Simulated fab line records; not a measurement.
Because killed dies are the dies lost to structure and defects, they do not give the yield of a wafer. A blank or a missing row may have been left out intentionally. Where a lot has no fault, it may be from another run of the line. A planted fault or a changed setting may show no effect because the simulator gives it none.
Which tool is to blame?	flow n5_finfet	Sampling: 21 lots, 63 wafers, 6 of 1938 route steps

## WHAT THE GAUGES READ, wafer by wafer
Not one reading of a measure or inspect step in the record can be checked against a usual standard deviation.

## TOOL THAT RAN EACH LOT (tool first, then ch and the chambers of the sampled wafers, then the start)
lot	N5_MOL_CONTACT_COAG_VIA_ETCH_117	N5_MOL_CONTACT_COAG_ETCH_124	N5_MOL_CONTACT_COAG_CVD_140	N5_BEOL_M0_SAQP_RECESS_109	N5_BEOL_M0_SAQP_DESCUM_45	N5_BEOL_M0_SAQP_CUT_ETCH_46
L075	rie_diel-04 ch 0,3, day 5 14:31	rie_diel-04 ch 0,3, day 5 14:33	cvd_w-01 ch 0,1, day 5 15:00	vapor_etch-02 ch 0,1, day 6 01:09	rie_diel-03 ch 0,1, day 6 02:44	rie_diel-03 ch 0,1, day 6 02:49
L076	rie_diel-05 ch 0,1, day 5 19:01	rie_diel-05 ch 0,1, day 5 19:02	cvd_w-01 ch 0,1, day 5 19:30	vapor_etch-01 ch 0,1, day 6 03:14	rie_diel-06 ch 0,2, day 6 04:33	rie_diel-06 ch 0,2, day 6 04:38
L077	rie_diel-05 ch 0,1,2, day 6 04:24	rie_diel-05 ch 0,1,2, day 6 04:25	cvd_w-01 ch 0,1, day 6 04:53	vapor_etch-02 ch 0,1, day 6 12:41	rie_diel-03 ch 1,2,3, day 6 14:09	rie_diel-03 ch 1,2,3, day 6 14:14
L078	rie_diel-04 ch 1,2, day 6 08:35	rie_diel-04 ch 1,2, day 6 08:37	cvd_w-01 ch 0,1, day 6 09:08	vapor_etch-02 ch 0,1, day 6 18:11	rie_diel-06 ch 0,2, day 6 19:28	rie_diel-06 ch 0,2, day 6 19:32
L079	rie_diel-02 ch 2,3, day 6 12:38	rie_diel-02 ch 2,3, day 6 12:40	cvd_w-02 ch 0,1, day 6 13:07	vapor_etch-01 ch 0,1, day 6 21:14	rie_diel-03 ch 0,1,3, day 6 22:41	rie_diel-03 ch 0,1,3, day 6 22:46
L080	rie_diel-05 ch 1,2,3, day 6 15:23	rie_diel-05 ch 1,2,3, day 6 15:24	cvd_w-01 ch 0,1, day 6 15:52	vapor_etch-02 ch 0,1, day 7 01:28	rie_diel-03 ch 0,1,3, day 7 04:04	rie_diel-03 ch 0,1,3, day 7 04:08
L081	rie_diel-05 ch 1,3, day 7 00:36	rie_diel-05 ch 1,3, day 7 00:37	cvd_w-02 ch 0,1, day 7 01:23	vapor_etch-01 ch 0,1, day 7 08:57	rie_diel-06 ch 0,2, day 7 10:40	rie_diel-06 ch 0,2, day 7 10:45
L082	rie_diel-05 ch 1,2,3, day 7 07:16	rie_diel-05 ch 1,2,3, day 7 07:18	cvd_w-01 ch 0,1, day 7 07:46	vapor_etch-01 ch 0,1, day 7 16:46	rie_diel-06 ch 1,2, day 7 18:05	rie_diel-06 ch 1,2, day 7 18:10
L084	rie_diel-04 ch 0,2,3, day 7 15:32	rie_diel-04 ch 0,2,3, day 7 15:34	cvd_w-01 ch 0,1, day 7 16:04	vapor_etch-02 ch 0,1, day 8 03:27	rie_diel-03 ch 0,3, day 8 04:54	rie_diel-03 ch 0,3, day 8 04:59
L085	rie_diel-05 ch 1,2, day 8 07:01	rie_diel-05 ch 1,2, day 8 07:02	cvd_w-02 ch 0,1, day 8 07:34	vapor_etch-02 ch 0,1, day 8 16:13	rie_diel-01 ch 0,2,3, day 8 19:02	rie_diel-01 ch 0,2,3, day 8 19:11
L086	rie_diel-02 ch 0,2, day 8 09:04	rie_diel-02 ch 0,2, day 8 09:06	cvd_w-01 ch 0,1, day 8 09:33	vapor_etch-01 ch 1, day 8 20:31	rie_diel-01 ch 0,2,3, day 8 22:04	rie_diel-01 ch 0,2,3, day 8 22:08
L088	rie_diel-05 ch 0,1,2, day 8 20:15	rie_diel-05 ch 0,1,2, day 8 20:16	cvd_w-02 ch 0,1, day 8 20:44	vapor_etch-01 ch 0,1, day 9 04:14	rie_diel-06 ch 0,1,3, day 9 05:40	rie_diel-06 ch 0,1,3, day 9 05:44
L089	rie_diel-02 ch 0,1,3, day 8 22:07	rie_diel-02 ch 0,1,3, day 8 22:09	cvd_w-01 ch 0,1, day 8 22:36	vapor_etch-02 ch 0,1, day 9 09:18	rie_diel-03 ch 1,2,3, day 9 11:50	rie_diel-03 ch 1,2,3, day 9 11:56
L090	rie_diel-05 ch 0,1, day 9 05:18	rie_diel-05 ch 0,1, day 9 05:20	cvd_w-02 ch 0, day 9 05:47	vapor_etch-01 ch 0,1, day 9 13:46	rie_diel-01 ch 0,1, day 9 17:32	rie_diel-01 ch 0,1, day 9 17:37
L091	rie_diel-05 ch 1,2,3, day 9 08:05	rie_diel-05 ch 1,2,3, day 9 08:07	cvd_w-01 ch 0,1, day 9 08:38	vapor_etch-02 ch 0,1, day 9 19:20	rie_diel-06 ch 0,1,3, day 9 20:46	rie_diel-06 ch 0,1,3, day 9 20:50
L092	rie_diel-02 ch 0,1, day 9 22:30	rie_diel-02 ch 0,1, day 9 22:32	cvd_w-01 ch 0, day 9 23:34	vapor_etch-01 ch 0,1, day 10 09:05	rie_diel-01 ch 0,1,2, day 10 10:29	rie_diel-01 ch 0,1,2, day 10 10:35
L093	rie_diel-04 ch 0,3, day 10 00:39	rie_diel-04 ch 0,3, day 10 00:41	cvd_w-01 ch 0, day 10 01:13	vapor_etch-01 ch 0,1, day 10 11:31	rie_diel-06 ch 1,3, day 10 12:58	rie_diel-06 ch 1,3, day 10 13:03
L094	rie_diel-02 ch 0,1,3, day 10 05:09	rie_diel-02 ch 0,1,3, day 10 05:11	cvd_w-02 ch 0,1, day 10 05:38	vapor_etch-01 ch 0,1, day 10 13:15	rie_diel-01 ch 1,2,3, day 10 15:35	rie_diel-01 ch 1,2,3, day 10 15:40
L095	rie_diel-05 ch 0,1, day 10 18:12	rie_diel-05 ch 0,1, day 10 18:14	cvd_w-01 ch 0,1, day 10 18:46	vapor_etch-01 ch 0,1, day 11 03:11	rie_diel-06 ch 0,1, day 11 04:49	rie_diel-06 ch 0,1, day 11 04:54
L096	rie_diel-05 ch 0,1,3, day 10 21:40	rie_diel-05 ch 0,1,3, day 10 21:41	cvd_w-02 ch 0,1, day 10 22:08	vapor_etch-01 ch 0,1, day 11 09:01	rie_diel-03 ch 0,1,3, day 11 10:31	rie_diel-03 ch 0,1,3, day 11 10:36
L097	rie_diel-02 ch 0,1,2, day 10 22:10	rie_diel-02 ch 0,1,2, day 10 22:12	cvd_w-01 ch 0,1, day 10 22:39	vapor_etch-02 ch 0,1, day 11 09:53	rie_diel-06 ch 0,2, day 11 11:33	rie_diel-06 ch 0,2, day 11 11:38
- N5_MOL_CONTACT_COAG_VIA_ETCH_117: etches SiO2 in C4F6/O2, target depth 40 nm, overetch 8 nm, time 26 s.
- N5_MOL_CONTACT_COAG_ETCH_124: etches SiNx in CH3F/O2, stops on SiOC, target depth 6.5 nm.
- N5_MOL_CONTACT_COAG_CVD_140: deposits W, target thk 66.5 nm, time 215 s.
- N5_BEOL_M0_SAQP_RECESS_109: chemistry HF/NH3, target SiO2, target depth 3 nm, afs cycles 1, sublimation time 60 s.
- N5_BEOL_M0_SAQP_DESCUM_45: chemistry O2, time 7 s.
- N5_BEOL_M0_SAQP_CUT_ETCH_46: etches SOC in N2/H2, target depth 135 nm, overetch 27 nm, time 202.5 s.

## AS READ BY THE TOOLS THEMSELVES (means over the sampled wafers that have a number; for cases with no such wafer, the mark the record gives instead)
N5_MOL_CONTACT_COAG_VIA_ETCH_117. Usual: drypump_motor_current_A 5.7 A, standard deviation 0.4; mfc_ar_sccm 299.9 sccm, standard deviation 0.98; oes_product_au 0.71 a.u., standard deviation 0.086; rf_vpp_V 1562 V, standard deviation 40; showerhead_plenum_p_Torr 2.82 Torr, standard deviation 0.12; throttle_valve_pct 41.0 %, standard deviation 0.42.
lot	tool	drypump_motor_current_A (A)	mfc_ar_sccm (sccm)	oes_product_au (a.u.)	rf_vpp_V (V)	showerhead_plenum_p_Torr (Torr)	throttle_valve_pct (%)	flag
L075	rie_diel-04	5.9	300.5	0.68	1604	2.87	40.6	
L076	rie_diel-05	5.8	299.9	0.67	1553	2.95	41.0	
L077	rie_diel-05	5.6	299.5	0.67	1551	2.83	40.8	
L078	rie_diel-04	5.4	299.3	0.64	1560	2.90	41.1	
L079	rie_diel-02	5.9	298.9	0.63	1523	2.82	41.3	
L080	rie_diel-05	5.7	299.6	0.74	1574	2.78	41.1	
L081	rie_diel-05	5.7	299.8	0.79	1564	2.86	41.4	
L082	rie_diel-05	5.8	299.8	0.73	1574	2.78	41.1	
L084	rie_diel-04	5.7	300.5	0.76	1583	2.87	41.1	
L085	rie_diel-05	5.7	299.8	0.67	1585	2.71	40.8	
L086	rie_diel-02	5.9	300.2	0.62	1510	2.74	41.3	
L088	rie_diel-05	5.6	299.4	0.72	1552	2.82	40.6	
L089	rie_diel-02	6.2	300.1	0.70	1558	2.81	41.2	
L090	rie_diel-05	5.5	299.7	0.77	1516	2.93	40.5	
L091	rie_diel-05	5.7	299.7	0.71	1574	2.77	41.1	
L092	rie_diel-02	6.0	300.8	0.75	1585	2.83	40.9	
L093	rie_diel-04	5.7	301.2	0.77	1600	2.92	41.0	
L094	rie_diel-02	6.2	300.1	0.68	1557	2.81	41.2	
L095	rie_diel-05	5.5	300.3	0.75	1517	2.92	40.5	
L096	rie_diel-05	5.6	299.3	0.74	1539	2.89	41.0	
L097	rie_diel-02	5.9	299.8	0.76	1547	2.79	40.9	

N5_MOL_CONTACT_COAG_ETCH_124. Usual: drypump_motor_current_A 5.7 A, standard deviation 0.4; mfc_ar_sccm 150.0 sccm, standard deviation 0.46; oes_product_au 0.68 a.u., standard deviation 0.085; rf_vpp_V 292 V, standard deviation 7.9; showerhead_plenum_p_Torr 1.99 Torr, standard deviation 0.09; throttle_valve_pct 16.24 %, standard deviation 0.21.
lot	tool	drypump_motor_current_A (A)	mfc_ar_sccm (sccm)	oes_product_au (a.u.)	rf_vpp_V (V)	showerhead_plenum_p_Torr (Torr)	throttle_valve_pct (%)	flag
L075	rie_diel-04	5.9	149.8	0.64	301	2.02	16.22	
L076	rie_diel-05	5.8	150.0	0.64	290	2.08	16.34	
L077	rie_diel-05	5.6	150.1	0.64	291	1.99	16.27	
L078	rie_diel-04	5.4	150.6	0.60	292	2.05	16.29	
L079	rie_diel-02	5.9	149.8	0.59	285	1.98	16.38	
L080	rie_diel-05	5.7	149.7	0.70	295	1.96	16.29	
L081	rie_diel-05	5.7	150.2	0.76	292	2.01	16.39	
L082	rie_diel-05	5.7	150.3	0.70	295	1.96	16.31	
L084	rie_diel-04	5.6	149.6	0.73	297	2.02	16.20	
L085	rie_diel-05	5.7	150.2	0.63	297	1.90	16.24	
L086	rie_diel-02	5.9	149.7	0.59	283	1.93	16.34	
L088	rie_diel-05	5.6	149.8	0.69	290	1.98	16.15	
L089	rie_diel-02	6.2	149.8	0.66	292	1.98	16.11	
L090	rie_diel-05	5.4	149.9	0.74	283	2.06	16.06	
L091	rie_diel-05	5.7	149.7	0.68	295	1.95	16.34	
L092	rie_diel-02	6.0	150.1	0.71	297	1.99	15.99	
L093	rie_diel-04	5.7	149.4	0.73	301	2.06	16.14	
L094	rie_diel-02	6.2	150.1	0.65	292	1.97	16.14	
L095	rie_diel-05	5.4	150.4	0.71	284	2.06	16.08	
L096	rie_diel-05	5.6	150.3	0.72	288	2.03	16.26	
L097	rie_diel-02	5.9	150.2	0.72	289	1.96	16.08	

N5_MOL_CONTACT_COAG_CVD_140. Usual: heater_power_outer_w 266 W, standard deviation 9; heater_power_w 483 W, standard deviation 35.
lot	tool	heater_power_outer_w (W)	heater_power_w (W)	flag
L075	cvd_w-01	262	461	
L076	cvd_w-01	261	450	
L077	cvd_w-01	262	455	
L078	cvd_w-01	262	457	
L079	cvd_w-02	278	531	
L080	cvd_w-01	260	460	
L081	cvd_w-02	274	521	
L082	cvd_w-01	264	461	
L084	cvd_w-01	264	460	
L085	cvd_w-02	280	536	
L086	cvd_w-01	268	467	
L088	cvd_w-02	277	533	
L089	cvd_w-01	259	461	
L090	cvd_w-02	282	532	
L091	cvd_w-01	261	453	
L092	cvd_w-01	262	464	
L093	cvd_w-01	261	456	
L094	cvd_w-02	280	532	
L095	cvd_w-01	264	462	
L096	cvd_w-02	282	530	
L097	cvd_w-01	266	456	

N5_BEOL_M0_SAQP_RECESS_109. Usual: drypump_motor_current_A 5.85 A, standard deviation 0.15; temp_c 29.99 C, standard deviation 0.11.
lot	tool	drypump_motor_current_A (A)	temp_c (C)	flag
L075	vapor_etch-02	5.78	30.06	
L076	vapor_etch-01	5.84	29.87	
L077	vapor_etch-02	5.79	29.89	
L078	vapor_etch-02	5.78	30.02	
L079	vapor_etch-01	5.95	30.00	
L080	vapor_etch-02	5.79	30.01	
L081	vapor_etch-01	5.88	29.93	
L082	vapor_etch-01	5.98	29.98	
L084	vapor_etch-02	5.75	30.07	
L085	vapor_etch-02	5.74	29.99	
L086	vapor_etch-01	6.08	29.86	
L088	vapor_etch-01	5.86	30.11	
L089	vapor_etch-02	5.79	30.07	
L090	vapor_etch-01	5.97	30.05	
L091	vapor_etch-02	5.79	30.06	
L092	vapor_etch-01	5.87	30.04	
L093	vapor_etch-01	5.85	29.96	
L094	vapor_etch-01	5.97	29.88	
L095	vapor_etch-01	5.96	29.92	
L096	vapor_etch-01	5.96	29.94	
L097	vapor_etch-02	5.79	30.08	

N5_BEOL_M0_SAQP_DESCUM_45. Usual: drypump_motor_current_A 6.0 A, standard deviation 0.45; oes_product_au 0.77 a.u., standard deviation 0.076; rf_vpp_V 243.0 V, standard deviation 1.6; showerhead_plenum_p_Torr 2.08 Torr, standard deviation 0.091; temp_c 40.01 C, standard deviation 0.11; throttle_valve_pct 20.4 %, standard deviation 0.36.
lot	tool	drypump_motor_current_A (A)	oes_product_au (a.u.)	rf_vpp_V (V)	showerhead_plenum_p_Torr (Torr)	temp_c (C)	throttle_valve_pct (%)	flag
L075	rie_diel-03	6.1	0.75	244.1	2.13	40.13	20.8	
L076	rie_diel-06	6.2	0.74	242.3	2.02	40.01	20.4	
L077	rie_diel-03	6.3	0.73	242.4	2.04	39.90	20.3	
L078	rie_diel-06	5.9	0.73	243.0	2.04	40.06	20.7	
L079	rie_diel-03	6.1	0.76	243.9	2.06	40.10	20.5	
L080	rie_diel-03	6.1	0.75	243.1	2.06	40.05	20.5	
L081	rie_diel-06	5.9	0.73	242.8	2.03	40.01	20.7	
L082	rie_diel-06	5.9	0.77	243.7	2.10	40.00	20.7	
L084	rie_diel-03	5.7	0.78	243.9	2.12	40.02	20.6	
L085	rie_diel-01	5.4	0.73	242.9	2.12	39.98	20.7	
L086	rie_diel-01	5.4	0.73	242.8	2.12	40.02	20.7	
L088	rie_diel-06	6.3	0.80	242.6	2.04	40.03	20.1	
L089	rie_diel-03	6.3	0.71	241.6	2.04	39.95	20.4	
L090	rie_diel-01	5.5	0.78	243.3	2.09	39.93	20.6	
L091	rie_diel-06	6.3	0.79	242.3	2.03	39.87	20.2	
L092	rie_diel-01	5.5	0.78	243.9	2.12	40.04	20.6	
L093	rie_diel-06	6.3	0.83	243.3	2.10	40.15	20.1	
L094	rie_diel-01	5.4	0.80	243.4	2.13	40.12	20.6	
L095	rie_diel-06	6.5	0.77	243.2	2.06	39.80	20.2	
L096	rie_diel-03	6.1	0.73	242.5	2.05	39.98	20.6	
L097	rie_diel-06	6.3	0.82	242.2	2.01	39.96	20.3	

N5_BEOL_M0_SAQP_CUT_ETCH_46. Usual: drypump_motor_current_A 6.0 A, standard deviation 0.45; rf_vpp_V 524 V, standard deviation 3.2; showerhead_plenum_p_Torr 2.53 Torr, standard deviation 0.11; temp_c 40.01 C, standard deviation 0.11; throttle_valve_pct 17.90 %, standard deviation 0.27.
lot	tool	drypump_motor_current_A (A)	rf_vpp_V (V)	showerhead_plenum_p_Torr (Torr)	temp_c (C)	throttle_valve_pct (%)	flag
L075	rie_diel-03	6.1	525	2.57	40.10	18.09	
L076	rie_diel-06	6.2	521	2.45	39.94	17.76	
L077	rie_diel-03	6.3	523	2.51	39.98	17.83	
L078	rie_diel-06	5.9	522	2.47	39.84	17.99	
L079	rie_diel-03	6.1	523	2.51	39.98	17.90	
L080	rie_diel-03	6.1	523	2.51	40.04	17.92	
L081	rie_diel-06	5.9	522	2.47	40.09	17.98	
L082	rie_diel-06	5.9	526	2.56	40.12	18.07	
L084	rie_diel-03	5.8	524	2.59	40.10	17.97	
L085	rie_diel-01	5.4	525	2.58	39.98	18.18	
L086	rie_diel-01	5.4	524	2.58	39.99	18.19	
L088	rie_diel-06	6.3	522	2.50	39.97	17.65	
L089	rie_diel-03	6.3	522	2.50	39.97	17.86	
L090	rie_diel-01	5.5	523	2.54	40.25	17.97	
L091	rie_diel-06	6.3	522	2.50	39.96	17.66	
L092	rie_diel-01	5.5	525	2.58	39.96	17.93	
L093	rie_diel-06	6.3	525	2.58	40.10	17.75	
L094	rie_diel-01	5.5	526	2.59	39.95	18.04	
L095	rie_diel-06	6.5	523	2.52	40.06	17.67	
L096	rie_diel-03	6.1	522	2.50	40.10	17.97	
L097	rie_diel-06	6.2	521	2.44	40.04	17.67	

## THE ANSWER, worked out from the rows above alone
Rule: a lot is off if the mean of its wafers that have a number lies more than 3 standard deviations from the usual mean. Also off: a lot with no number at a reading for which 4 or more lots have one. Where the step has rows for the other lots, those lots are counted as sound. The gauges are gone through in route order, then the tools' own readings, and for those a lot's mean is taken as printed above. At the first step where some lot is off, the reading lying furthest off is the one used; lots without a number count as furthest.
Nothing can be told from this: no lot is off at any reading shown.

## WHAT HAD BEEN PUT IN BY THE SIMULATOR
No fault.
